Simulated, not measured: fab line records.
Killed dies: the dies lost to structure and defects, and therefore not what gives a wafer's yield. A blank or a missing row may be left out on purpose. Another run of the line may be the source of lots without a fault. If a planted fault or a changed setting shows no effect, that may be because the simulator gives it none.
What tool caused it? -- flow nand-harc -- 18 wafers sampled from 6 lots at 1 step of a route of 1302

## WHAT THE GAUGES SHOWED, per wafer
NHARC_A_CONTACT_OVL_MEAS_09.
lot,measured,on,overlay-x-nm (nm)
L750,day 23 05:34,overlay-01,-1.2 -1.6 -1.3
L751,day 23 18:02,overlay-01,-2.1 -2.1 -2.2
L754,day 25 20:32,overlay-02,-0.3 -0.8 -0.5
L764,day 29 21:49,overlay-02,0.2 -0.1 0.2
L770,day 31 23:22,overlay-01,1.4 1.5 1.0
L769,day 32 08:55,overlay-02,0.6 0.6 0.0

## EACH LOT AND THE TOOL THAT RAN IT (in order: tool; ch and the chambers of the sampled wafers; start)
There is no process step in the record ahead of these readings.

## THE ANSWER, worked out from the rows above alone
Rule: the usual values come from the lots themselves. Put in order of their means at a reading, lots are off if they are a third of the lots or fewer, leave a main group of 4 or more, and stand apart from it by a gap of 3 or more times the standard deviation of the main group's means; of several such gaps the widest counts. A main group whose means are all the same, to the digits that the tables above print for the reading, isn't used. Also off: a lot with no number at a reading for which 4 or more lots have one. All remaining lots with rows at the step are treated as sound.
Nothing can be told from this: no lot is off at any reading shown.

## WHAT THE SIMULATOR HAD PUT IN
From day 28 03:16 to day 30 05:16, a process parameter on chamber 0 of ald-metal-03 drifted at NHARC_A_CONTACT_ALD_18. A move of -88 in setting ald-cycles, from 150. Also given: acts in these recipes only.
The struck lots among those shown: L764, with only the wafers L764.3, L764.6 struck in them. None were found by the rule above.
